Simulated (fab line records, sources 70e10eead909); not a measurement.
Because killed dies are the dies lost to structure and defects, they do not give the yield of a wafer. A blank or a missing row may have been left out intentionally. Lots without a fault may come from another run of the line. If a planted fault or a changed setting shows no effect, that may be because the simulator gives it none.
Which of the tools did it?	flow nand harc	Sampling: 13 lots, 39 wafers, 5 of 1302 route steps

## WHAT THE GAUGES SHOWED, per wafer
NHARC_A_BONDPAD_THK_MEAS_30: measures by ellipsometry. Usual: thk nm 200.2 nm, standard deviation 1.5.
lot	measured	on	thk nm (nm)	flag
L304	day 22 22:12	film metro-01	202.2 200.8 198.4	
L305	day 23 13:53	film metro-02	199.9 199.4 199.6	
L307	day 24 07:58	film metro-02	201.1 197.9 200.7	
L308	day 25 00:55	film metro-01	200.7 199.6 202.2	
L309	day 25 00:18	film metro-01	199.2 199.4 198.7	
L310	day 24 21:01	film metro-01	201.2 199.6 202.0	
L311	day 26 09:52	film metro-01	200.3 199.9 200.1	
L313	day 27 07:28	film metro-01	199.2 201.8 201.2	
L315	day 28 05:41	film metro-02	198.1 201.8 200.2	
L316	day 28 16:40	film metro-01	200.4 200.1 198.3	
L317	day 28 08:57	film metro-02	201.0 199.1 200.6	
L322	day 30 09:53	film metro-01	202.6 200.5 202.8	
L323	day 31 06:11	film metro-02	201.8 198.2 200.2	

NHARC_END_SORT_01. Usual: defect limited yield 90.9 %, standard deviation 2.4; killed at array 56, standard deviation 17; killed at other 1.2, standard deviation 1.4; killed at periphery 4, standard deviation 3.2; killed dies 61, standard deviation 16; killed open 3.6, standard deviation 2.1; killed short 2.7, standard deviation 1.8.
lot	measured	on	defect limited yield (%)	killed at array	killed at other	killed at periphery	killed dies	killed open	killed short	flag
L322	day 31 19:13	prober-01	46.5 48.9 46.7	60 68 58	0 0 0	302 278 303	362 346 361	2 2 0	3 1 2	OFF
L323	day 32 21:46	prober-02	51.6 53.5 53.2	33 20 16	0 0 0	295 295 301	328 315 317	5 2 1	2 0 0	OFF

## TOOL THAT RAN EACH LOT (tool first, then ch and the chambers of the sampled wafers, then the start)
lot	NHARC_P_M2_ECD_22	NHARC_A_BONDPAD_ETCH_24	NHARC_THIN_TSV_DEGAS_49
L304	ecd cu-01 ch 0,1, day 6 20:47	rie diel-03 ch 0,1,2, day 23 19:25 or earlier	pvd sputter-01, day 23 19:25
L305	ecd cu-02 ch 0,1, day 7 02:53	rie diel-03 ch 0,1,2, day 24 07:56 or earlier	pvd sputter-01, day 24 07:56
L307	ecd cu-02 ch 1, day 7 22:25	rie diel-13 ch 0,1, day 24 09:23	pvd sputter-01, day 25 05:38
L308	ecd cu-01 ch 0,1, day 8 05:22	rie diel-03 ch 1,2,3, day 25 20:37 or earlier	pvd sputter-02, day 25 20:37
L309	ecd cu-01 ch 0,1, day 8 16:34	rie diel-13 ch 0,1,2, day 25 19:32 or earlier	pvd sputter-01, day 25 19:32
L310	ecd cu-02 ch 0,1, day 8 23:51	rie diel-13 ch 1,2,3, day 25 15:07 or earlier	pvd sputter-02, day 25 15:07
L311	ecd cu-01 ch 0,1, day 9 09:40	rie diel-12 ch 0,1,3, day 27 05:38 or earlier	pvd sputter-03, day 27 05:38
L313	ecd cu-02 ch 0,1, day 10 17:24	rie diel-13 ch 0,2,3, day 28 02:02 or earlier	pvd sputter-01, day 28 02:02
L315	ecd cu-02 ch 0,1, day 11 00:41	rie diel-13 ch 0,1,2, day 28 23:59 or earlier	pvd sputter-01, day 28 23:59
L316	ecd cu-01 ch 0,1, day 11 15:37	rie diel-03 ch 0,2, day 28 18:01	pvd sputter-02, day 29 22:19
L317	ecd cu-01 ch 0,1, day 11 20:24	rie diel-12 ch 2,3, day 29 01:13 or earlier	pvd sputter-03, day 29 01:13
L322	ecd cu-01 ch 0,1, day 14 01:26	rie diel-13 ch 0,1, day 31 04:28 or earlier	pvd sputter-03, day 31 04:28
L323	ecd cu-01 ch 1, day 14 16:39	rie diel-03 ch 1,2, day 31 07:35	pvd sputter-01, day 32 06:48
- NHARC_P_M2_ECD_22: material Cu, target thk 400 nm.
- NHARC_A_BONDPAD_ETCH_24: etches the open film in CF4/N2, target depth 30 nm, time 72.99 s.
- NHARC_THIN_TSV_DEGAS_49: time 120 s.

## AS READ BY THE TOOLS THEMSELVES (means over the sampled wafers that have a number; for cases with no such wafer, the mark the record gives instead)
NHARC_P_M2_ECD_22. Usual: bath heat duty pct 6.4 %, standard deviation 0.58.
lot	tool	bath heat duty pct (%)	flag
L304	ecd cu-01	6.1	
L305	ecd cu-02	6.6	
L307	ecd cu-02	6.1	
L308	ecd cu-01	5.9	
L309	ecd cu-01	6.3	
L310	ecd cu-02	6.6	
L311	ecd cu-01	6.4	
L313	ecd cu-02	6.6	
L315	ecd cu-02	6.8	
L316	ecd cu-01	6.7	
L317	ecd cu-01	6.2	
L322	ecd cu-01	6.2	
L323	ecd cu-01	5.6	

NHARC_A_BONDPAD_ETCH_24. Usual: drypump motor current A 5.5 A, standard deviation 0.42; mfc ar sccm 149.9 sccm, standard deviation 0.43; oes product au 1.004 a.u., standard deviation 0.013; rf vpp V 312.8 V, standard deviation 2.1; showerhead plenum p Torr 2.54 Torr, standard deviation 0.11; throttle valve pct 19.795 %, standard deviation 0.0084.
lot	tool	drypump motor current A (A)	mfc ar sccm (sccm)	oes product au (a.u.)	rf vpp V (V)	showerhead plenum p Torr (Torr)	throttle valve pct (%)	flag
L304	rie diel-03	5.6	150.1	1.015	312.2	2.50	19.798	
L305	rie diel-03	5.6	149.9	1.001	311.8	2.50	19.794	
L307	rie diel-13	5.2	150.0	1.010	311.4	2.47	19.793	
L308	rie diel-03	5.4	150.0	1.002	313.1	2.60	19.805	
L309	rie diel-13	5.4	150.3	1.009	312.8	2.57	19.794	
L310	rie diel-13	5.6	149.5	1.002	314.0	2.57	19.787	
L311	rie diel-12	5.8	149.9	0.990	313.4	2.57	19.787	
L313	rie diel-13	5.2	150.3	0.988	313.2	2.58	19.793	
L315	rie diel-13	5.4	150.0	1.001	313.9	2.57	19.805	
L316	rie diel-03	5.8	150.1	0.997	311.3	2.48	19.797	
L317	rie diel-12	6.0	149.5	1.012	316.1	2.66	19.799	
L322	rie diel-13	5.6	149.9	1.016	311.2	2.46	19.801	
L323	rie diel-03	5.6	150.3	0.992	311.9	2.50	19.794	

NHARC_THIN_TSV_DEGAS_49. Usual: heater power w 460 W, standard deviation 44.
lot	tool	heater power w (W)	flag
L304	pvd sputter-01	436	
L305	pvd sputter-01	432	
L307	pvd sputter-01	424	
L308	pvd sputter-02	496	
L309	pvd sputter-01	430	
L310	pvd sputter-02	509	
L311	pvd sputter-03	453	
L313	pvd sputter-01	436	
L315	pvd sputter-01	468	
L316	pvd sputter-02	474	
L317	pvd sputter-03	459	
L322	pvd sputter-03	502	
L323	pvd sputter-01	439	

## THE ANSWER, worked out from the rows above alone
Rule: a lot counts as off when the mean over its wafers that have a number is more than 3 standard deviations away from the usual mean. A lot without any number at a reading at which 4 lots or more have one is off too. All remaining lots with rows at the step are treated as sound. After the gauges, taken in route order, come the tools' own readings; for these a lot's mean is taken, as printed above. The first step at which some lot is off is used, and at that step the reading that is off furthest; a lot without a number counts as furthest.
Off, at NHARC_END_SORT_01 on killed at periphery: L322, L323. Neither off nor sound, because the step has no rows for them: L304, L305, L307, L308, L309, L310, L311, L313, L315, L316, L317.
A tool fits if, at a process step before that reading, it ran every lot that is off, and no sound lot after the first of them. The gauges at NHARC_END_SORT_01 are tried like those tools. NHARC_A_BONDPAD_ETCH_24 gives no start for some lots, so the hours and the order of its lots are those of NHARC_THIN_TSV_DEGAS_49. One candidate fits, namely ecd cu-01 at NHARC_P_M2_ECD_22. It ran no sound lot before its first lot that is off in this sample, so the start can't be narrowed down.

## WHAT WAS PUT IN BY THE SIMULATOR
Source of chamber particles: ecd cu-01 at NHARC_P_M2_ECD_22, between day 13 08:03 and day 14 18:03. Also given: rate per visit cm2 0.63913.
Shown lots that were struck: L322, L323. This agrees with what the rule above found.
